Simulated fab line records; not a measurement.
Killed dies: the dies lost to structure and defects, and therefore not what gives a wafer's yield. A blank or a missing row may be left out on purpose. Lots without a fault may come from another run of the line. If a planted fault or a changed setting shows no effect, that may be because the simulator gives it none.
Chamber matching -- flow nand harc -- cmp-04 running NHARC_A_CHANNEL_FILL_D2_CMP_10: 4 sister chambers
The step polishes, target thk 150 nm. 24 wafers are shown with their chamber, then 12 later ones without.

## WAFERS WITH THEIR CHAMBER
wafer,chamber,motor current A (A),time to endpoint s (s)
L075.1,3,9.3,13.3
L075.2,0,10.8,16.2
L075.4,1,13.4,18.9
L077.1,2,13.4,14.7
L077.2,3,10.0,14.6
L077.3,0,11.2,13.3
L077.4,1,13.4,18.0
L077.5,3,9.4,14.5
L077.6,2,12.9,13.4
L078.2,3,9.6,20.0
L078.3,0,10.6,18.9
L078.4,1,13.0,19.0
L080.3,3,9.2,15.4
L080.4,1,13.5,15.6
L080.5,3,9.5,12.5
L081.2,2,13.5,15.6
L081.5,2,13.6,15.8
L081.6,3,9.3,14.1
L082.1,1,12.5,16.3
L082.2,2,14.1,15.9
L082.6,0,11.0,15.1
L085.1,3,9.6,14.1
L085.2,1,13.6,17.5
L085.5,1,12.7,14.8

SIGNATURES, as means of the wafers listed above
reading,chamber 0,chamber 1,chamber 2,chamber 3,scatter within a chamber
motor current A,10.900,13.157,13.500,9.488,0.353
time to endpoint s,15.875,17.157,15.080,14.812,1.91
Rule: for each reading, subtract the chamber's mean from the wafer's reading, divide by that reading's scatter and square the result; add these up over the readings and take the root, which gives the wafer's distance from the chamber. The wafer belongs to the nearest chamber; if the next one is less than 2 further off, it can't be placed. The scatter: the root of (the sum of the squares of (reading less its chamber's mean) over the shown wafers, divided by (wafers less chambers)).

## WAFERS MISSING THEIR CHAMBER
wafer,motor current A (A),time to endpoint s (s)
L088.2,11.3,13.8
L088.4,13.5,15.2
L088.5,9.2,15.1
L090.2,13.2,15.6
L090.3,9.1,16.3
L090.4,12.3,15.3
L092.1,9.6,14.8
L092.3,10.8,17.0
L092.6,12.8,15.1
L096.2,10.5,11.6
L096.5,11.2,14.9
L096.6,8.8,15.1

## EACH ONE'S CHAMBER
wafer,from the rows above,in truth
L088.2,0,0
L088.4,can't be placed: 2 or 1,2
L088.5,3,3
L090.2,can't be placed: 1 or 2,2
L090.3,3,3
L090.4,can't be placed: 1 or 2 or 0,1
L092.1,3,3
L092.3,0,0
L092.6,can't be placed: 1 or 2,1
L096.2,can't be placed: 0 or 3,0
L096.5,0,0
L096.6,3,3
Correct placement for 7 of the 12. From these rows, 5 cannot be placed; in 5 the true chamber is one of the candidates. Number placed wrongly: 0.
